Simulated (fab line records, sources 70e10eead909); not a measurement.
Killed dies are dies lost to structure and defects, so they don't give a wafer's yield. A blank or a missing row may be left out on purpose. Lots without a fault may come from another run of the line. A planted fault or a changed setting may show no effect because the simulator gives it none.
fab line records | flow nand_harc
record lots=14 wafers=42 last_day=25
route steps=1159 shown P_STI@84 P_GATE@124
lots that met no fault: from a run of the same line without faults
start_h: hours from the record's first day to the start of the lot's first wafer shown | wait_h: hours since the lot's step before | " the same as in the row above | L1.1+2: a row that stands for several wafers | - no value, or no start given | * or withheld: withheld | < > ~ a bound
route shown NAME@n: a module of which the file shows steps, and the number in the route of the first | usual: mean/standard deviation of fault-free wafers | same: alike in all rows | chamber/n: place in a boat | sites: the reading at each site | _std_site: their standard deviation | _edge_site: outer sites' mean less inner sites' | radius_mm: how far each site lies from the wafer's centre | mask NAME#n: copy n | behind: the tool/chamber that last shaped the wafer | hold: why the lot was held/for how many hours/how that ended | device: the transistor (n, p or np) that didn't switch | end of line: the same wafers' tests at the end of the route | a step without rows: its recipe alone | killed: dies lost to structure and defects at the first sort, not the wafer's yield | map: a wafer's dies, x killed, . not, _ none there
set.NAME: the setting as run; set.NAME@STEP: as run at that earlier step | model.NAME: the simulator's own value behind a step, which no gauge read
steps of the route over a sample of lots; a table a step, a row a wafer
services: from which hour (start_h, from the record's first day; less than 0 if before it) a tool's chamber was out of use, for how many hours, and why
## steps
# step NHARC_P_STI_OVL_MEAS_10
# usual overlay_x_nm=0/6.4 overlay_y_nm=1/6
# columns lot.wafer tool chamber start_h wait_h overlay_x_nm overlay_y_nm
L228.3 overlay-02 - 35.17 - -3 -5
L228.4 " - " " -4 -5
L228.5 " - " " -3 -4
L229.2 overlay-02 - 43.95 - 3 10
L229.4 " - " " 4 10
L229.5 " - " " 3 10
L230.2 overlay-02 - 44.11 - 14 -3
L230.3 " - " " 14 -2
L230.6 " - " " 14 -3
L234.2 overlay-02 - 71.23 - 3 2
L234.5 " - " " 3 3
L234.6 " - " " 3 2
L236.1 overlay-02 - 84.03 - 3 10
L236.2 " - " " 2 10
L236.6 " - " " 3 10
L238.1 overlay-02 - 93.16 - -3 -7
L238.3 " - " " -3 -7
L238.4 " - " " -3 -8
L242.1 overlay-01 - 118.99 - -4 9
L242.3 " - " " -5 9
L242.6 " - " " -5 9
L243.3 overlay-01 - 128.12 - -6 9
L243.5 " - " " -7 9
L243.6 " - " " -7 9
L244.1 overlay-02 - 133.93 - -1 4
L244.4 " - " " -1 4
L244.5 " - " " -1 4
L247.1 overlay-01 - 148.82 - -4 -1
L247.3 " - " " -4 -1
L247.5 " - " " -3 -2
L248.1 overlay-01 - 155.38 - 2 -6
L248.3 " - " " 1 -6
L248.6 " - " " 1 -6
L249.1 overlay-02 - 167.09 - -6 6
L249.3 " - " " -6 6
L249.5 " - " " -7 6
L250.2 overlay-02 - 167.13 - -1 -4
L250.4 " - " " 0 -5
L250.5 " - " " -1 -5
L251.1 overlay-02 - 175.34 - -5 1
L251.2 " - " " -5 0
L251.6 " - " " -5 1
# step NHARC_P_STI_DESCUM_14
# recipe time_s=3 o2_flow_sccm=200 ar_flow_sccm=0 bias_power_w=0 chemistry=O2
# usual drypump_motor_current_A=5.9/0.3 oes_product_au=0.998/0.01 rf_vpp_V=57.9/0.92 showerhead_plenum_p_Torr=1.94/0.089 throttle_valve_pct=11.310/0.0085
# columns lot.wafer tool chamber start_h wait_h drypump_motor_current_A oes_product_au rf_hours_counter_h rf_vpp_V showerhead_plenum_p_Torr throttle_valve_pct
L228.3 rie_diel-10 2 35.34 - 6.0 0.990 0.9 58.1 1.82 11.300
L228.4 " 3 " " 6.2 0.997 0.9 57.1 1.92 11.337
L228.5 " 2 " " 6.0 0.982 - 55.7 1.82 11.304
L229.2 rie_diel-09 0 44.14 - 6.4 1.000 4.3 57.1 2.02 11.311
L229.4 " 1 " " 5.5 0.979 4.6 58.0 1.88 11.321
L229.5 " 3 " " 6.3 1.005 - 58.8 1.90 11.325
L230.2 rie_diel-10 1 44.29 - 5.7 1.004 0.6 58.6 2.07 11.323
L230.3 " 2 " " 6.0 0.986 1.5 56.9 1.82 11.307
L230.6 " 1 " " 5.8 0.999 - 59.0 2.07 11.298
L234.2 rie_diel-02 0 71.41 - 5.7 0.989 4.7 56.8 1.96 11.301
L234.6 " 3 " " 5.8 1.006 - 59.0 2.02 11.318
L234.5 " 0 " " 5.7 0.996 - 58.8 1.96 11.325
L236.1 rie_diel-02 1 84.21 - 6.2 0.996 5.2 56.1 1.78 11.319
L236.2 " 2 " " 5.5 0.998 6.0 58.4 2.04 11.306
L236.6 " 1 " " 6.2 1.001 - 57.9 1.78 11.307
L238.1 rie_diel-10 0 93.33 - 6.1 1.012 2.3 57.2 1.93 11.330
L238.3 " 1 " " 5.7 0.993 1.5 57.7 2.07 11.324
L238.4 " 3 " " 6.2 1.016 2.4 57.3 1.92 11.303
L242.1 rie_diel-10 0 119.17 - 6.1 0.998 3.1 58.3 1.93 11.302
L242.3 " 1 " " 5.8 1.012 2.3 58.7 2.07 11.297
L242.6 " 0 " " 6.1 0.993 - 57.5 1.93 11.311
L243.3 rie_diel-09 0 128.30 - 6.3 0.991 1.5 58.5 2.02 11.324
L243.5 " 3 " " 6.3 1.010 - 59.3 1.90 11.309
L243.6 " 0 " " 6.4 0.999 - 57.6 2.02 11.304
L244.1 rie_diel-10 0 134.12 - 6.1 0.992 3.6 57.7 1.93 11.301
L244.4 " 2 " " 6.0 0.983 3.7 58.5 1.82 11.317
L244.5 " 1 " " 5.7 0.992 - 59.3 2.07 11.304
L247.3 rie_diel-02 3 148.99 - 5.8 1.018 12.7 57.5 2.02 11.314
L247.1 " 1 " " 6.3 0.988 9.3 58.0 1.78 11.321
L247.5 " 0 " " 5.7 1.016 - 56.9 1.96 11.313
L248.3 rie_diel-09 2 155.56 - 5.5 0.992 2.6 58.0 1.85 11.304
L248.1 " 3 " " 6.3 1.011 2.6 58.0 1.90 11.327
L248.6 " 3 " " 6.3 1.007 - 57.0 1.90 11.303
L249.1 rie_diel-09 2 167.27 - 5.5 0.988 3.0 56.7 1.85 11.317
L249.3 " 3 " " 6.3 1.020 2.9 57.1 1.90 11.298
L249.5 " 3 " " 6.3 1.000 - 56.7 1.90 11.307
L250.4 rie_diel-10 1 167.30 - 5.7 1.000 3.3 58.3 2.07 11.322
L250.2 " 2 " " 6.0 0.986 4.7 57.8 1.82 11.322
L250.5 " 1 " " 5.7 0.995 - 59.1 2.07 11.317
L251.2 rie_diel-09 0 175.51 - 6.3 0.980 3.4 58.8 2.02 11.303
L251.1 " 1 " " 5.5 0.991 3.2 60.1 1.88 11.316
L251.6 " 0 " " 6.3 0.980 - 57.2 2.02 11.316
# step NHARC_P_GATE_DESCUM_13
# recipe time_s=3 o2_flow_sccm=200 ar_flow_sccm=0 bias_power_w=0 chemistry=O2
# usual drypump_motor_current_A=5.8/0.35 oes_product_au=1.001/0.012 rf_vpp_V=57.8/0.88 showerhead_plenum_p_Torr=1.92/0.094 throttle_valve_pct=11.310/0.009
# columns lot.wafer tool chamber start_h wait_h drypump_motor_current_A oes_product_au rf_hours_counter_h rf_vpp_V showerhead_plenum_p_Torr throttle_valve_pct
L228.3 rie_diel-08 3 75.77 - 6.2 0.999 21 59.2 1.84 11.302
L228.4 " 0 " " 6.3 1.009 22 57.8 1.86 11.304
L228.5 " 3 " " 6.2 0.999 - 58.8 1.84 11.309
L230.2 rie_diel-04 2 81.36 - 5.6 1.018 49 57.0 1.77 11.315
L230.3 " 0 " " 5.7 0.996 47 58.2 1.99 11.316
L230.6 " 0 " " 5.8 1.003 - 57.8 1.99 11.317
L229.2 rie_diel-08 1 81.45 - 6.1 0.989 23 57.6 1.88 11.302
L229.4 " 2 " " 4.9 0.997 23 57.0 2.04 11.314
L229.5 " 0 " " 6.3 1.015 - 57.6 1.86 11.301
L234.2 rie_diel-04 2 106.74 - 5.6 1.002 58 57.4 1.77 11.288
L234.6 " 1 " " 5.5 1.004 - 56.5 1.91 11.303
L234.5 " 2 " " 5.6 1.003 - 57.6 1.77 11.312
L236.2 rie_diel-04 0 121.44 - 5.7 1.005 0 58.9 1.99 11.306
L236.1 " 3 " " 6.0 0.996 0 57.1 2.00 11.308
L236.6 " 1 " " 5.5 0.985 - 58.1 1.91 11.311
L238.1 rie_diel-06 1 131.67 - 6.3 1.020 18 58.6 1.82 11.314
L238.4 " 2 " " 5.7 0.997 21 57.0 1.82 11.289
L238.3 " 3 " " 5.8 1.028 22 57.4 2.00 11.322
L242.3 rie_diel-08 2 150.84 - 4.9 1.000 2 58.0 2.04 11.314
L242.1 " 0 " " 6.3 1.020 2 57.1 1.86 11.321
L242.6 " 2 " " 4.9 0.984 - 59.1 2.04 11.310
L243.3 rie_diel-08 1 167.83 - 6.1 0.986 7 58.2 1.88 11.315
L243.6 " 1 " " 6.1 0.990 - 56.3 1.88 11.317
L243.5 " 2 " " 4.9 0.993 - 59.6 2.04 11.298
L244.4 rie_diel-08 2 173.46 - 4.9 0.990 9 58.5 2.04 11.311
L244.1 " 3 " " 6.2 0.997 8 55.7 1.83 11.311
L244.5 " 2 " " 4.9 1.001 - 57.6 2.04 11.307
L247.1 rie_diel-04 2 186.41 - 5.6 1.011 27 58.9 2.07 11.317
L247.3 " 0 " " 5.7 1.003 25 58.6 1.98 11.312
L247.5 " 1 " " 5.5 0.999 - 56.4 1.90 11.303
L248.3 rie_diel-04 0 191.78 - 5.7 1.009 27 58.3 1.98 11.319
L248.1 " 2 " " 5.6 1.000 29 59.2 2.07 11.313
L248.6 " 3 " " 6.0 0.990 - 57.9 1.99 11.298
L250.4 rie_diel-08 2 208.62 - 4.9 0.991 16 58.9 2.04 11.316
L250.2 " 0 " " 6.3 1.013 16 59.2 1.85 11.315
L250.5 " 1 " " 6.2 0.982 - 57.7 1.88 11.318
L251.2 rie_diel-04 1 208.64 - 5.5 0.991 33 58.7 1.90 11.312
L251.1 " 3 " " 6.0 0.997 36 58.9 1.99 11.302
L251.6 " 1 " " 5.5 0.987 - 57.8 1.90 11.316
L249.1 rie_diel-06 2 208.68 - 5.7 1.004 50 56.7 1.81 11.315
L249.3 " 1 " " 6.2 1.013 43 57.4 1.81 11.313
L249.5 " 3 " " 5.8 1.024 - 59.3 1.99 11.318
# step NHARC_P_GATE_ETCH_114
# recipe target_depth_a=300 overetch_a=30 time_s=16.5 ion_energy_ev=100 cf4_flow_sccm=80 o2_flow_sccm=20 ar_flow_sccm=0 rf_w=300 bias_w=100 chemistry=CF4/O2
# usual drypump_motor_current_A=5.8/0.43 oes_ar_750_au=1.000/0.0049 oes_product_au=1.001/0.012 rf_fwd_power_W=293.6/1.5 rf_vpp_V=197.7/1.5 run_length_s=37.6/0.46 showerhead_plenum_p_Torr=1.33/0.059 throttle_valve_pct=13.397/0.0084
# columns lot.wafer tool chamber start_h wait_h drypump_motor_current_A oes_ar_750_au oes_product_au rf_fwd_power_W rf_hours_counter_h rf_vpp_V run_length_s showerhead_plenum_p_Torr throttle_valve_pct
L228.4 rie_diel-04 3 91 - 6.0 0.996 0.975 294.6 49 199.2 38.4 1.39 13.398
L228.3 " 2 " " 5.6 1.006 1.014 290.9 54 196.5 37.8 1.24 13.405
L228.5 " 3 " " 6.0 1.002 0.973 296.0 - 199.1 38.3 1.39 13.400
L230.3 rie_diel-08 0 97 - 6.3 1.007 1.013 292.6 27 198.5 37.8 1.30 13.388
L230.2 " 2 " " 4.9 0.998 1.006 293.4 27 201.1 38.0 1.42 13.400
L230.6 " 1 " " 6.1 1.005 0.988 294.4 - 195.6 37.5 1.31 13.399
L229.2 rie_diel-08 3 98 - 6.2 1.002 0.999 294.0 27 196.6 37.9 1.28 13.406
L229.4 " 2 " " 4.9 1.002 0.995 293.7 27 199.7 38.2 1.42 13.398
L229.5 " 0 " " 6.3 0.992 1.019 294.3 - 196.3 37.2 1.30 13.389
L234.2 rie_diel-06 0 125 - 5.6 1.001 0.998 293.0 17 195.8 37.5 1.26 13.388
L234.6 " 3 " " 5.7 1.005 1.018 293.7 - 198.0 37.5 1.39 13.396
L234.5 " 0 " " 5.6 1.003 0.995 291.7 - 196.7 36.9 1.26 13.395
L236.1 rie_diel-08 1 135 - 6.1 1.003 0.983 292.4 0 196.4 37.8 1.31 13.399
L236.2 " 2 " " 4.9 1.006 0.997 292.5 0 199.2 38.0 1.42 13.394
L236.6 " 0 " " 6.3 0.996 1.021 - - 197.0 35.7 1.30 13.380
L238.1 rie_diel-08 0 147 - 6.3 1.006 1.002 - 2 198.1 35.2 1.30 13.392
L238.4 " 2 " " 4.9 1.005 0.984 292.7 1 200.1 38.5 1.42 13.395
L238.3 " 3 " " 6.2 0.997 0.989 294.6 2 197.9 37.5 1.28 13.404
L242.1 rie_diel-06 0 166 - 5.6 1.003 1.002 291.7 32 196.0 37.3 1.25 13.407
L242.3 " 1 " " 6.2 0.999 1.018 294.5 30 198.0 36.8 1.27 13.400
L242.6 " 1 " " 6.2 1.005 1.016 294.4 - 195.6 36.7 1.27 13.397
L243.3 rie_diel-04 3 183 - 5.9 1.003 0.985 296.2 27 200.3 38.3 1.39 13.396
L243.5 " 0 " " 5.7 0.999 0.996 295.8 - 198.7 37.3 1.38 13.398
L243.6 " 1 " " 5.5 1.000 1.002 293.7 - 197.5 37.7 1.33 13.399
L244.4 rie_diel-06 1 189 - 6.2 0.999 1.020 294.3 38 197.9 37.0 1.26 13.401
L244.1 " 2 " " 5.7 0.997 1.005 291.6 41 196.1 38.0 1.27 13.406
L244.5 " 2 190 - 5.7 0.996 0.988 292.6 - 195.3 37.1 1.27 13.393
L247.3 rie_diel-04 2 200 - 5.6 1.001 1.008 292.0 32 199.5 37.7 1.44 13.398
L247.1 " 3 " " 6.0 1.000 0.988 295.0 31 197.1 39.1 1.39 13.396
L247.5 " 0 " " 5.7 1.006 1.000 296.5 - 200.4 37.2 1.38 13.404
L248.3 rie_diel-08 2 206 - 4.9 1.001 1.003 293.5 16 198.9 38.1 1.42 13.388
L248.1 " 3 " " 6.2 1.019 1.005 294.0 15 194.8 37.5 1.28 13.401
L248.6 " 2 " " 4.9 1.000 1.002 292.8 - 198.9 38.1 1.42 13.396
L251.1 rie_diel-06 3 223 - 5.7 1.001 1.007 293.7 59 198.2 37.6 1.39 13.405
L251.2 " 2 " " 5.7 1.002 1.000 294.0 55 196.6 37.4 1.26 13.408
L251.6 " 3 " " 5.7 0.997 1.012 293.6 - 199.3 38.1 1.38 13.396
L249.1 rie_diel-08 3 223 - 6.2 0.997 1.003 294.4 17 195.7 37.7 1.28 13.395
L249.3 " 2 " " 4.9 0.998 0.993 289.6 19 199.2 38.1 1.42 13.391
L249.5 " 1 " " 6.1 1.003 0.984 296.5 - 196.2 38.1 1.31 13.399
L250.2 rie_diel-08 1 223 - 6.1 0.995 0.981 293.4 19 197.6 37.6 1.31 13.411
L250.5 " 2 " " 4.9 0.994 0.999 292.6 - 201.3 38.1 1.42 13.383
L250.4 " 1 " " 6.1 1.003 0.980 294.8 - 198.5 38.1 1.31 13.402
## services
# columns tool chamber start_h hours kind
rie_diel-10 1 12.61 21.8 repair
rie_diel-08 0 30.43 - clean
rie_diel-08 1 30.43 - clean
rie_diel-08 2 30.43 - clean
rie_diel-08 3 30.43 - clean
rie_diel-04 - 36.14 0.8 repair
rie_diel-08 0 54.93 - clean
rie_diel-06 - 65.80 9.0 pm
rie_diel-09 - 77.10 9.0 pm
rie_diel-02 0 82.76 3.8 repair
rie_diel-02 1 108.31 12.7 repair
rie_diel-10 1 109.11 3.0 repair
rie_diel-04 - 111.97 9.0 pm
rie_diel-06 1 120.98 3.8 repair
rie_diel-08 - 124.86 9.0 pm
rie_diel-10 1 150.52 11.2 repair
rie_diel-10 3 150.57 6.8 repair
rie_diel-02 - 150.70 9.0 pm
rie_diel-09 1 151.71 4.7 repair
rie_diel-04 1 160.85 3.3 repair
rie_diel-10 - 176.50 9.0 pm
rie_diel-06 1 202.75 4.9 repair
rie_diel-06 1 215.78 28.6 repair
rie_diel-08 0 222.34 17.2 repair
## key
first_sign step=NHARC_P_GATE_ETCH_114 reading=run_length_s direction=down sigmas=4.7 usual=* struck=*
effect none on later readings
met_at NHARC_P_GATE_ETCH_114
struck_lots L236,L238
struck_wafers L236.6,L238.1
later_rows_left_out L236.6,L238.1
sort_left_out L236.6,L238.1
tester_left_out L236,L238
not_acting_at NHARC_P_STI_OVL_MEAS_10,NHARC_P_STI_DESCUM_14,NHARC_P_GATE_DESCUM_13
fault kind=process_parameter_drift tool=rie_diel-08 chamber=0 onset_h=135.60 steps=NHARC_P_GATE_ETCH_114 channel=time_s offset=* shape=step end_h=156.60 acts_in=* stated=*
# tester_left_out: of these lots the tester's yield and bins aren't shown, on N5 and GAA mostly nor the transistor test; their killed dies are dies lost to structure and defects alone, not to doping, threshold or leakage, so they don't give the yield
# sort_left_out: the simulated sort isn't trusted on such a fault, so these wafers' sort isn't shown, and their yield isn't known
# later_rows_left_out: the simulator's readings of these wafers behind a module that went badly wrong aren't trusted and aren't shown, but for the sort
